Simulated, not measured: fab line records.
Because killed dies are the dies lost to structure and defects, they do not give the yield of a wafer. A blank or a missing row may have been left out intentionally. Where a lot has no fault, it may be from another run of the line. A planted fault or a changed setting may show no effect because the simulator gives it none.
Which tool did it?	flow n5Finfet	72 wafers from 24 lots sampled at 6 of the route's 1938 steps

## WHAT THE GAUGES SHOWED, per wafer
N5_BEOL_M5_THK_MEAS_01. Usual: for M5_ILD_THK the level is 120.9 nm and the standard deviation is 1.6.
lot	measured	on	M5_ILD_THK (nm)	flag
L074	day 7 20:31	filmMetro-02	121.0 120.3 119.6	
L075	day 8 05:42	filmMetro-02	120.9 120.8 121.4	
L076	day 8 13:06	filmMetro-01	118.3 120.3 120.4	
L077	day 8 14:41	filmMetro-01	120.3 121.4 122.8	
L078	day 8 19:36	filmMetro-02	119.3 121.6 120.3	
L079	day 9 01:37	filmMetro-01	118.1 119.4 121.0	
L080	day 9 05:36	filmMetro-01	117.5 119.7 120.4	
L082	day 9 18:31	filmMetro-01	120.5 122.0 122.3	
L081	day 9 22:07	filmMetro-01	118.5 121.0 121.3	
L083	day 10 04:01	filmMetro-01	122.0 122.1 125.1	
L084	day 10 09:14	filmMetro-02	119.0 118.0 121.1	
L086	day 10 12:34	filmMetro-02	120.1 120.5 121.1	
L087	day 11 03:48	filmMetro-02	123.4 121.9 121.0	
L085	day 11 04:17	filmMetro-02	120.6 120.9 120.9	
L088	day 11 05:22	filmMetro-02	119.5 120.6 121.6	
L089	day 11 09:08	filmMetro-02	119.0 120.2 120.7	
L090	day 12 05:12	filmMetro-02	121.4 123.7 123.9	
L091	day 12 09:55	filmMetro-02	119.9 120.3 121.8	
L092	day 12 14:15	filmMetro-01	120.8 119.6 120.5	
L093	day 12 17:13	filmMetro-02	119.6 120.4 123.1	
L094	day 12 20:25	filmMetro-02	121.9 122.4 124.2	
L095	day 13 05:46	filmMetro-02	122.9 123.6 123.7	
L096	day 13 13:20	filmMetro-01	118.9 121.9 121.0	
L097	day 13 13:30	filmMetro-02	123.2 123.4 121.4	

N5_BEOL_M5_CD_MEAS_11: target cd 27.74 nm. Usual: cdNm at 27.91 nm, with a standard deviation of 0.27.
lot	measured	on	cdNm (nm)	flag
L074	day 7 23:08	cdSem-02	27.94 27.88 27.81	
L075	day 8 06:50	cdSem-03	27.69 27.70 27.66	
L076	day 8 16:01	cdSem-01	27.99 27.79 27.48	
L077	day 8 16:20	cdSem-02	27.67 28.06 27.61	
L078	day 8 20:49	cdSem-02	28.45 28.25 28.49	
L079	day 9 03:10	cdSem-01	27.42 27.64 28.02	
L080	day 9 07:08	cdSem-02	27.81 28.37 27.99	
L082	day 9 20:28	cdSem-02	27.77 27.67 27.84	
L081	day 9 22:36	cdSem-03	27.93 27.85 28.01	
L083	day 10 05:03	cdSem-01	27.76 27.82 28.13	
L084	day 10 10:32	cdSem-02	27.97 27.82 28.29	
L086	day 10 13:56	cdSem-01	27.86 28.42 27.81	
L087	day 11 04:34	cdSem-02	27.92 28.23 27.97	
L085	day 11 05:07	cdSem-01	28.29 28.54 27.97	
L088	day 11 10:35	cdSem-01	27.85 27.96 27.75	
L089	day 11 10:48	cdSem-03	27.94 27.81 28.39	
L090	day 12 05:42	cdSem-02	28.53 28.13 27.60	
L091	day 12 11:13	cdSem-03	28.08 27.45 28.14	
L092	day 12 16:46	cdSem-02	27.56 27.71 28.07	
L093	day 12 18:29	cdSem-02	27.85 27.53 28.04	
L094	day 12 21:49	cdSem-01	27.74 27.55 27.38	
L095	day 13 06:46	cdSem-02	27.71 28.14 27.87	
L096	day 13 15:38	cdSem-01	28.19 28.23 28.43	
L097	day 13 15:51	cdSem-02	27.53 27.93 27.57	

## EACH LOT AND THE TOOL THAT RAN IT (in order: tool; ch and the chambers of the sampled wafers; start)
lot	N5_BEOL_M4_SPUTTER_79	N5_BEOL_M4_ANNEAL_82	N5_BEOL_M4_ANNEAL_95	N5_BEOL_M5_HM_DEP_02
L074	pvdSputter-01, day 7 15:50	pvdSputter-01, day 7 16:08	pvdSputter-01, day 7 17:14	pvdSputter-03, day 7 22:44
L075	pvdSputter-03, day 8 01:02	pvdSputter-03, day 8 01:20	pvdSputter-03, day 8 02:26	pvdSputter-02, day 8 06:26
L076	pvdSputter-02, day 8 08:54	pvdSputter-02, day 8 09:12	pvdSputter-02, day 8 10:18	pvdSputter-01, day 8 15:29
L077	pvdSputter-01, day 8 09:17	pvdSputter-01, day 8 09:35	pvdSputter-01, day 8 10:41	pvdSputter-01, day 8 15:57
L078	pvdSputter-03, day 8 14:43	pvdSputter-03, day 8 15:01	pvdSputter-03, day 8 16:07	pvdSputter-01, day 8 20:25
L079	pvdSputter-01, day 8 21:26	pvdSputter-01, day 8 21:44	pvdSputter-01, day 8 22:50	pvdSputter-03, day 9 02:38
L080	pvdSputter-03, day 9 00:46	pvdSputter-03, day 9 01:04	pvdSputter-03, day 9 02:10	pvdSputter-01, day 9 06:37
L082	pvdSputter-03, day 9 14:11	pvdSputter-03, day 9 14:29	pvdSputter-03, day 9 15:35	pvdSputter-01, day 9 19:57
L081	pvdSputter-02, day 9 17:53	pvdSputter-02, day 9 18:11	pvdSputter-02, day 9 19:17	pvdSputter-01, day 9 22:13
L083	pvdSputter-01, day 9 23:48	pvdSputter-01, day 10 00:06	pvdSputter-01, day 10 01:12	pvdSputter-02, day 10 04:39
L084	pvdSputter-03, day 10 04:52	pvdSputter-03, day 10 05:10	pvdSputter-03, day 10 06:16	pvdSputter-01, day 10 10:09
L086	pvdSputter-01, day 10 08:22	pvdSputter-01, day 10 08:40	pvdSputter-01, day 10 09:46	pvdSputter-02, day 10 13:32
L087	pvdSputter-01, day 10 23:35	pvdSputter-01, day 10 23:53	pvdSputter-01, day 11 00:59	pvdSputter-02, day 11 04:10
L085	pvdSputter-03, day 10 23:44	pvdSputter-03, day 11 00:02	pvdSputter-03, day 11 01:08	pvdSputter-02, day 11 04:44
L088	pvdSputter-02, day 11 00:01	pvdSputter-02, day 11 00:19	pvdSputter-02, day 11 01:25	pvdSputter-03, day 11 06:52
L089	pvdSputter-03, day 11 04:56	pvdSputter-03, day 11 05:14	pvdSputter-03, day 11 06:20	pvdSputter-01, day 11 09:14
L090	pvdSputter-02, day 12 00:49	pvdSputter-02, day 12 01:07	pvdSputter-02, day 12 02:13	pvdSputter-03, day 12 05:18
L091	pvdSputter-03, day 12 05:43	pvdSputter-03, day 12 06:01	pvdSputter-03, day 12 07:07	pvdSputter-03, day 12 10:41
L092	pvdSputter-02, day 12 08:22	pvdSputter-02, day 12 08:40	pvdSputter-02, day 12 09:46	pvdSputter-03, day 12 16:22
L093	pvdSputter-03, day 12 12:54	pvdSputter-03, day 12 13:12	pvdSputter-03, day 12 14:18	pvdSputter-01, day 12 17:58
L094	pvdSputter-01, day 12 16:15	pvdSputter-01, day 12 16:33	pvdSputter-01, day 12 17:39	pvdSputter-01, day 12 21:26
L095	pvdSputter-03, day 13 00:09	pvdSputter-03, day 13 00:27	pvdSputter-03, day 13 01:33	pvdSputter-02, day 13 06:15
L096	pvdSputter-03, day 13 09:09	pvdSputter-03, day 13 09:27	pvdSputter-03, day 13 10:33	pvdSputter-01, day 13 15:14
L097	pvdSputter-01, day 13 09:19	pvdSputter-01, day 13 09:37	pvdSputter-01, day 13 10:43	pvdSputter-01, day 13 15:20
- N5_BEOL_M4_SPUTTER_79: material Cu, target thk 4.5 nm, time 8.29 s.
- N5_BEOL_M4_ANNEAL_82: time 240 s.
- N5_BEOL_M4_ANNEAL_95: time 240 s.
- N5_BEOL_M5_HM_DEP_02: deposits TiN, target thk 20 nm.

## AS READ BY THE TOOLS THEMSELVES (means over the sampled wafers that have a number; for cases with no such wafer, the mark the record gives instead)
N5_BEOL_M4_SPUTTER_79. Usual: throttleValvePct at 29.9 %, with a standard deviation of 0.89.
lot	tool	throttleValvePct (%)	flag
L074	pvdSputter-01	30.5	
L075	pvdSputter-03	30.5	
L076	pvdSputter-02	30.3	
L077	pvdSputter-01	30.4	
L078	pvdSputter-03	30.1	
L079	pvdSputter-01	29.9	
L080	pvdSputter-03	30.0	
L082	pvdSputter-03	29.8	
L081	pvdSputter-02	29.6	
L083	pvdSputter-01	30.6	
L084	pvdSputter-03	30.1	
L086	pvdSputter-01	30.4	
L087	pvdSputter-01	29.7	
L085	pvdSputter-03	30.2	
L088	pvdSputter-02	29.1	
L089	pvdSputter-03	30.1	
L090	pvdSputter-02	30.1	
L091	pvdSputter-03	30.3	
L092	pvdSputter-02	30.1	
L093	pvdSputter-03	30.0	
L094	pvdSputter-01	30.0	
L095	pvdSputter-03	30.2	
L096	pvdSputter-03	30.3	
L097	pvdSputter-01	29.8	

N5_BEOL_M4_ANNEAL_82. Usual: heaterPowerW at 806 W, with a standard deviation of 86.
lot	tool	heaterPowerW (W)	flag
L074	pvdSputter-01	861	
L075	pvdSputter-03	769	
L076	pvdSputter-02	827	
L077	pvdSputter-01	865	
L078	pvdSputter-03	753	
L079	pvdSputter-01	812	
L080	pvdSputter-03	812	
L082	pvdSputter-03	719	
L081	pvdSputter-02	819	
L083	pvdSputter-01	871	
L084	pvdSputter-03	728	
L086	pvdSputter-01	860	
L087	pvdSputter-01	880	
L085	pvdSputter-03	790	
L088	pvdSputter-02	821	
L089	pvdSputter-03	813	
L090	pvdSputter-02	846	
L091	pvdSputter-03	735	
L092	pvdSputter-02	849	
L093	pvdSputter-03	766	
L094	pvdSputter-01	859	
L095	pvdSputter-03	774	
L096	pvdSputter-03	739	
L097	pvdSputter-01	811	

N5_BEOL_M4_ANNEAL_95. Usual: heaterPowerW at 807 W, with a standard deviation of 86.
lot	tool	heaterPowerW (W)	flag
L074	pvdSputter-01	860	
L075	pvdSputter-03	776	
L076	pvdSputter-02	811	
L077	pvdSputter-01	860	
L078	pvdSputter-03	755	
L079	pvdSputter-01	809	
L080	pvdSputter-03	825	
L082	pvdSputter-03	714	
L081	pvdSputter-02	791	
L083	pvdSputter-01	851	
L084	pvdSputter-03	741	
L086	pvdSputter-01	882	
L087	pvdSputter-01	860	
L085	pvdSputter-03	792	
L088	pvdSputter-02	806	
L089	pvdSputter-03	807	
L090	pvdSputter-02	851	
L091	pvdSputter-03	753	
L092	pvdSputter-02	840	
L093	pvdSputter-03	766	
L094	pvdSputter-01	875	
L095	pvdSputter-03	784	
L096	pvdSputter-03	735	
L097	pvdSputter-01	807	

N5_BEOL_M5_HM_DEP_02. Usual: throttleValvePct at 29.9 %, with a standard deviation of 1.
lot	tool	throttleValvePct (%)	flag
L074	pvdSputter-03	29.9	
L075	pvdSputter-02	30.1	
L076	pvdSputter-01	30.4	
L077	pvdSputter-01	30.0	
L078	pvdSputter-01	29.6	
L079	pvdSputter-03	29.7	
L080	pvdSputter-01	29.5	
L082	pvdSputter-01	29.7	
L081	pvdSputter-01	30.6	
L083	pvdSputter-02	29.7	
L084	pvdSputter-01	29.8	
L086	pvdSputter-02	30.0	
L087	pvdSputter-02	29.3	
L085	pvdSputter-02	30.7	
L088	pvdSputter-03	29.8	
L089	pvdSputter-01	30.6	
L090	pvdSputter-03	30.2	
L091	pvdSputter-03	29.9	
L092	pvdSputter-03	30.2	
L093	pvdSputter-01	29.4	
L094	pvdSputter-01	29.6	
L095	pvdSputter-02	30.3	
L096	pvdSputter-01	30.0	
L097	pvdSputter-01	29.7	

## THE ANSWER, worked out from the rows above alone
Rule: take the mean of a lot's wafers that have a number; if it is more than 3 standard deviations from the usual mean, the lot is off. A lot without any number at a reading at which 4 lots or more have one is off too. Where the step has rows for the other lots, those lots are counted as sound. Order of review: gauges by route order, followed by the tools' own readings, for which a lot's mean as printed above is used. At the first step where some lot is off, the reading lying furthest off is the one used; lots without a number count as furthest.
No lot is off on any of the readings shown, so nothing can be concluded from this.

## WHAT THE SIMULATOR HAD INSERTED
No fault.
